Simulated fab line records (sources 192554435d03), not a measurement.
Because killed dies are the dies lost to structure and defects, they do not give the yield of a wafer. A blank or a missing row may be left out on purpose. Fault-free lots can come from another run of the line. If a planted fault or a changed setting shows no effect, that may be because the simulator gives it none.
Matching of chambers ; flow n5_finfet ; 3 sister chambers for N5_BEOL_M12_ILD_DEP_00 on pecvd-02
The step deposits SiOC from DEMS/O2, target thk 658.92 nm, time 130.7 s. 3 wafers are shown with their chamber, then 11 later ones without.

## WAFERS, EACH WITH ITS CHAMBER
wafer;chamber;throttle_valve_pct (%)
L078.6;1;11.3
L085.5;2;11.0
L087.2;0;11.9

## WAFERS WHOSE CHAMBER IS MISSING
wafer;throttle_valve_pct (%)
L087.3;11.3
L087.6;11.8
L089.1;11.5
L089.4;11.0
L089.6;11.7
L092.3;11.2
L092.5;11.3
L092.6;11.8
L094.3;11.9
L094.5;11.1
L094.6;11.6

## WHICH CHAMBER EACH WENT THROUGH
wafer;from the rows above;in truth
L087.3;1;1
L087.6;0;0
L089.1;can't be placed: 1 or 0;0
L089.4;2;2
L089.6;can't be placed: 0 or 1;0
L092.3;can't be placed: 1 or 2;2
L092.5;1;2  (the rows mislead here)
L092.6;0;0
L094.3;0;0
L094.5;can't be placed: 2 or 1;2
L094.6;can't be placed: 1 or 0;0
Correct placement for 5 of the 11. Cannot be placed on the basis of these rows: 5; the candidates contain the true chamber in 5. Wrongly placed: 1.
How it was worked out, from the rows above alone: a wafer's distance from a chamber is the root of the sum, over the readings, of the square of ((its reading less the chamber's mean) divided by the reading's scatter). The wafer belongs to the nearest chamber; if the next one is less than 2 further off, it can't be placed. For every chamber, the mean is computed from those of its wafers that are shown. The scatter: root of mean squared gap, hidden wafer to nearest shown wafer, with one shown wafer a chamber.
